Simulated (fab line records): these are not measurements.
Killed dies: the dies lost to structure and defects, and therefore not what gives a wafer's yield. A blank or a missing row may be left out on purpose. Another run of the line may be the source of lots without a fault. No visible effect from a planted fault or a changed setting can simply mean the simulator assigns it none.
Matching of chambers -- flow n5 finfet -- rie diel-01 running N5_PASSIVATION_PASS_ETCH_74: 4 sister chambers
The step etches SiNx in CF4/O2, target depth 220 nm, time 110 s. 4 wafers are shown with their chamber, then 7 later ones without.

== WAFERS, EACH WITH ITS CHAMBER ==
wafer,chamber,showerhead plenum p Torr (Torr)
L108.2,1,2.15
L111.1,2,2.18
L111.4,3,2.27
L114.5,0,2.30

== WAFERS MISSING THEIR CHAMBER ==
wafer,showerhead plenum p Torr (Torr)
L114.6,2.27
L117.1,2.29
L117.2,2.14
L117.4,2.14
L118.2,2.14
L118.5,2.29
L118.6,2.17

== WHICH CHAMBER EACH ONE RAN IN ==
wafer,from the rows above,in truth
L114.6,3,3
L117.1,can't be placed: 0 or 3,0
L117.2,1,1
L117.4,1,1
L118.2,1,1
L118.5,can't be placed: 0 or 3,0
L118.6,can't be placed: 2 or 1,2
4 of 7 placed correctly. From these rows, 3 cannot be placed; in 3 the true chamber is one of the candidates. Number placed wrongly: 0.
How it was worked out, from the rows above alone: a wafer's distance from a chamber is the root of the sum, over the readings, of the square of ((its reading less the chamber's mean) divided by the reading's scatter). If the next closest chamber is less than 2 further off than the closest, the wafer can't be placed; otherwise it belongs to the closest. Each chamber's mean is taken over the wafers shown for it. The scatter: root of mean squared gap, hidden wafer to nearest shown wafer, with one shown wafer a chamber.
